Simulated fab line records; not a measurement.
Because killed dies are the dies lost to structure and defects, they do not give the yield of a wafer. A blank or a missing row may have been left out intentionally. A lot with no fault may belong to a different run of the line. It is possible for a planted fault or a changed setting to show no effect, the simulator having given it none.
Matching of chambers | flow nand-harc | NHARC_A_STAIRCASE_DEP_280 on pecvd-02 has 3 sister chambers
The step deposits SiON, target thk 30 nm. 3 wafers are shown with their chamber, then 10 later ones without.

WAFERS PAIRED WITH THEIR CHAMBERS
wafer  | chamber | heater-power-w (W)
L091.2 | 1       | 802
L090.1 | 2       | 773
L090.2 | 0       | 742

WAFERS MISSING THEIR CHAMBER
wafer  | heater-power-w (W)
L090.6 | 842
L092.4 | 723
L092.5 | 801
L092.6 | 641
L094.1 | 691
L094.3 | 799
L094.4 | 667
L095.1 | 715
L095.2 | 790
L095.6 | 741

THE CHAMBER EACH PASSED THROUGH
wafer  | from the rows above          | in truth
L090.6 | can't be placed: 1 or 2 or 0 | 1
L092.4 | can't be placed: 0 or 2 or 1 | 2
L092.5 | can't be placed: 1 or 2 or 0 | 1
L092.6 | can't be placed: 0 or 2 or 1 | 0
L094.1 | can't be placed: 0 or 2 or 1 | 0
L094.3 | can't be placed: 1 or 2 or 0 | 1
L094.4 | can't be placed: 0 or 2 or 1 | 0
L095.1 | can't be placed: 0 or 2 or 1 | 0
L095.2 | can't be placed: 1 or 2 or 0 | 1
L095.6 | can't be placed: 0 or 2 or 1 | 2
0 of 10 placed correctly. These rows do not allow placing 10 (true chamber among the candidates in 10). 0 placed wrongly.
How it was worked out, from the rows above alone: a wafer's distance from a chamber is the root of the sum, over the readings, of the square of ((its reading less the chamber's mean) divided by the reading's scatter). The wafer belongs to the nearest chamber; if the next one is less than 2 further off, it can't be placed. For every chamber, the mean is computed from those of its wafers that are shown. The scatter (one wafer shown for each chamber): square how far every hidden wafer sits from the nearest shown wafer, average those squares and take the square root.
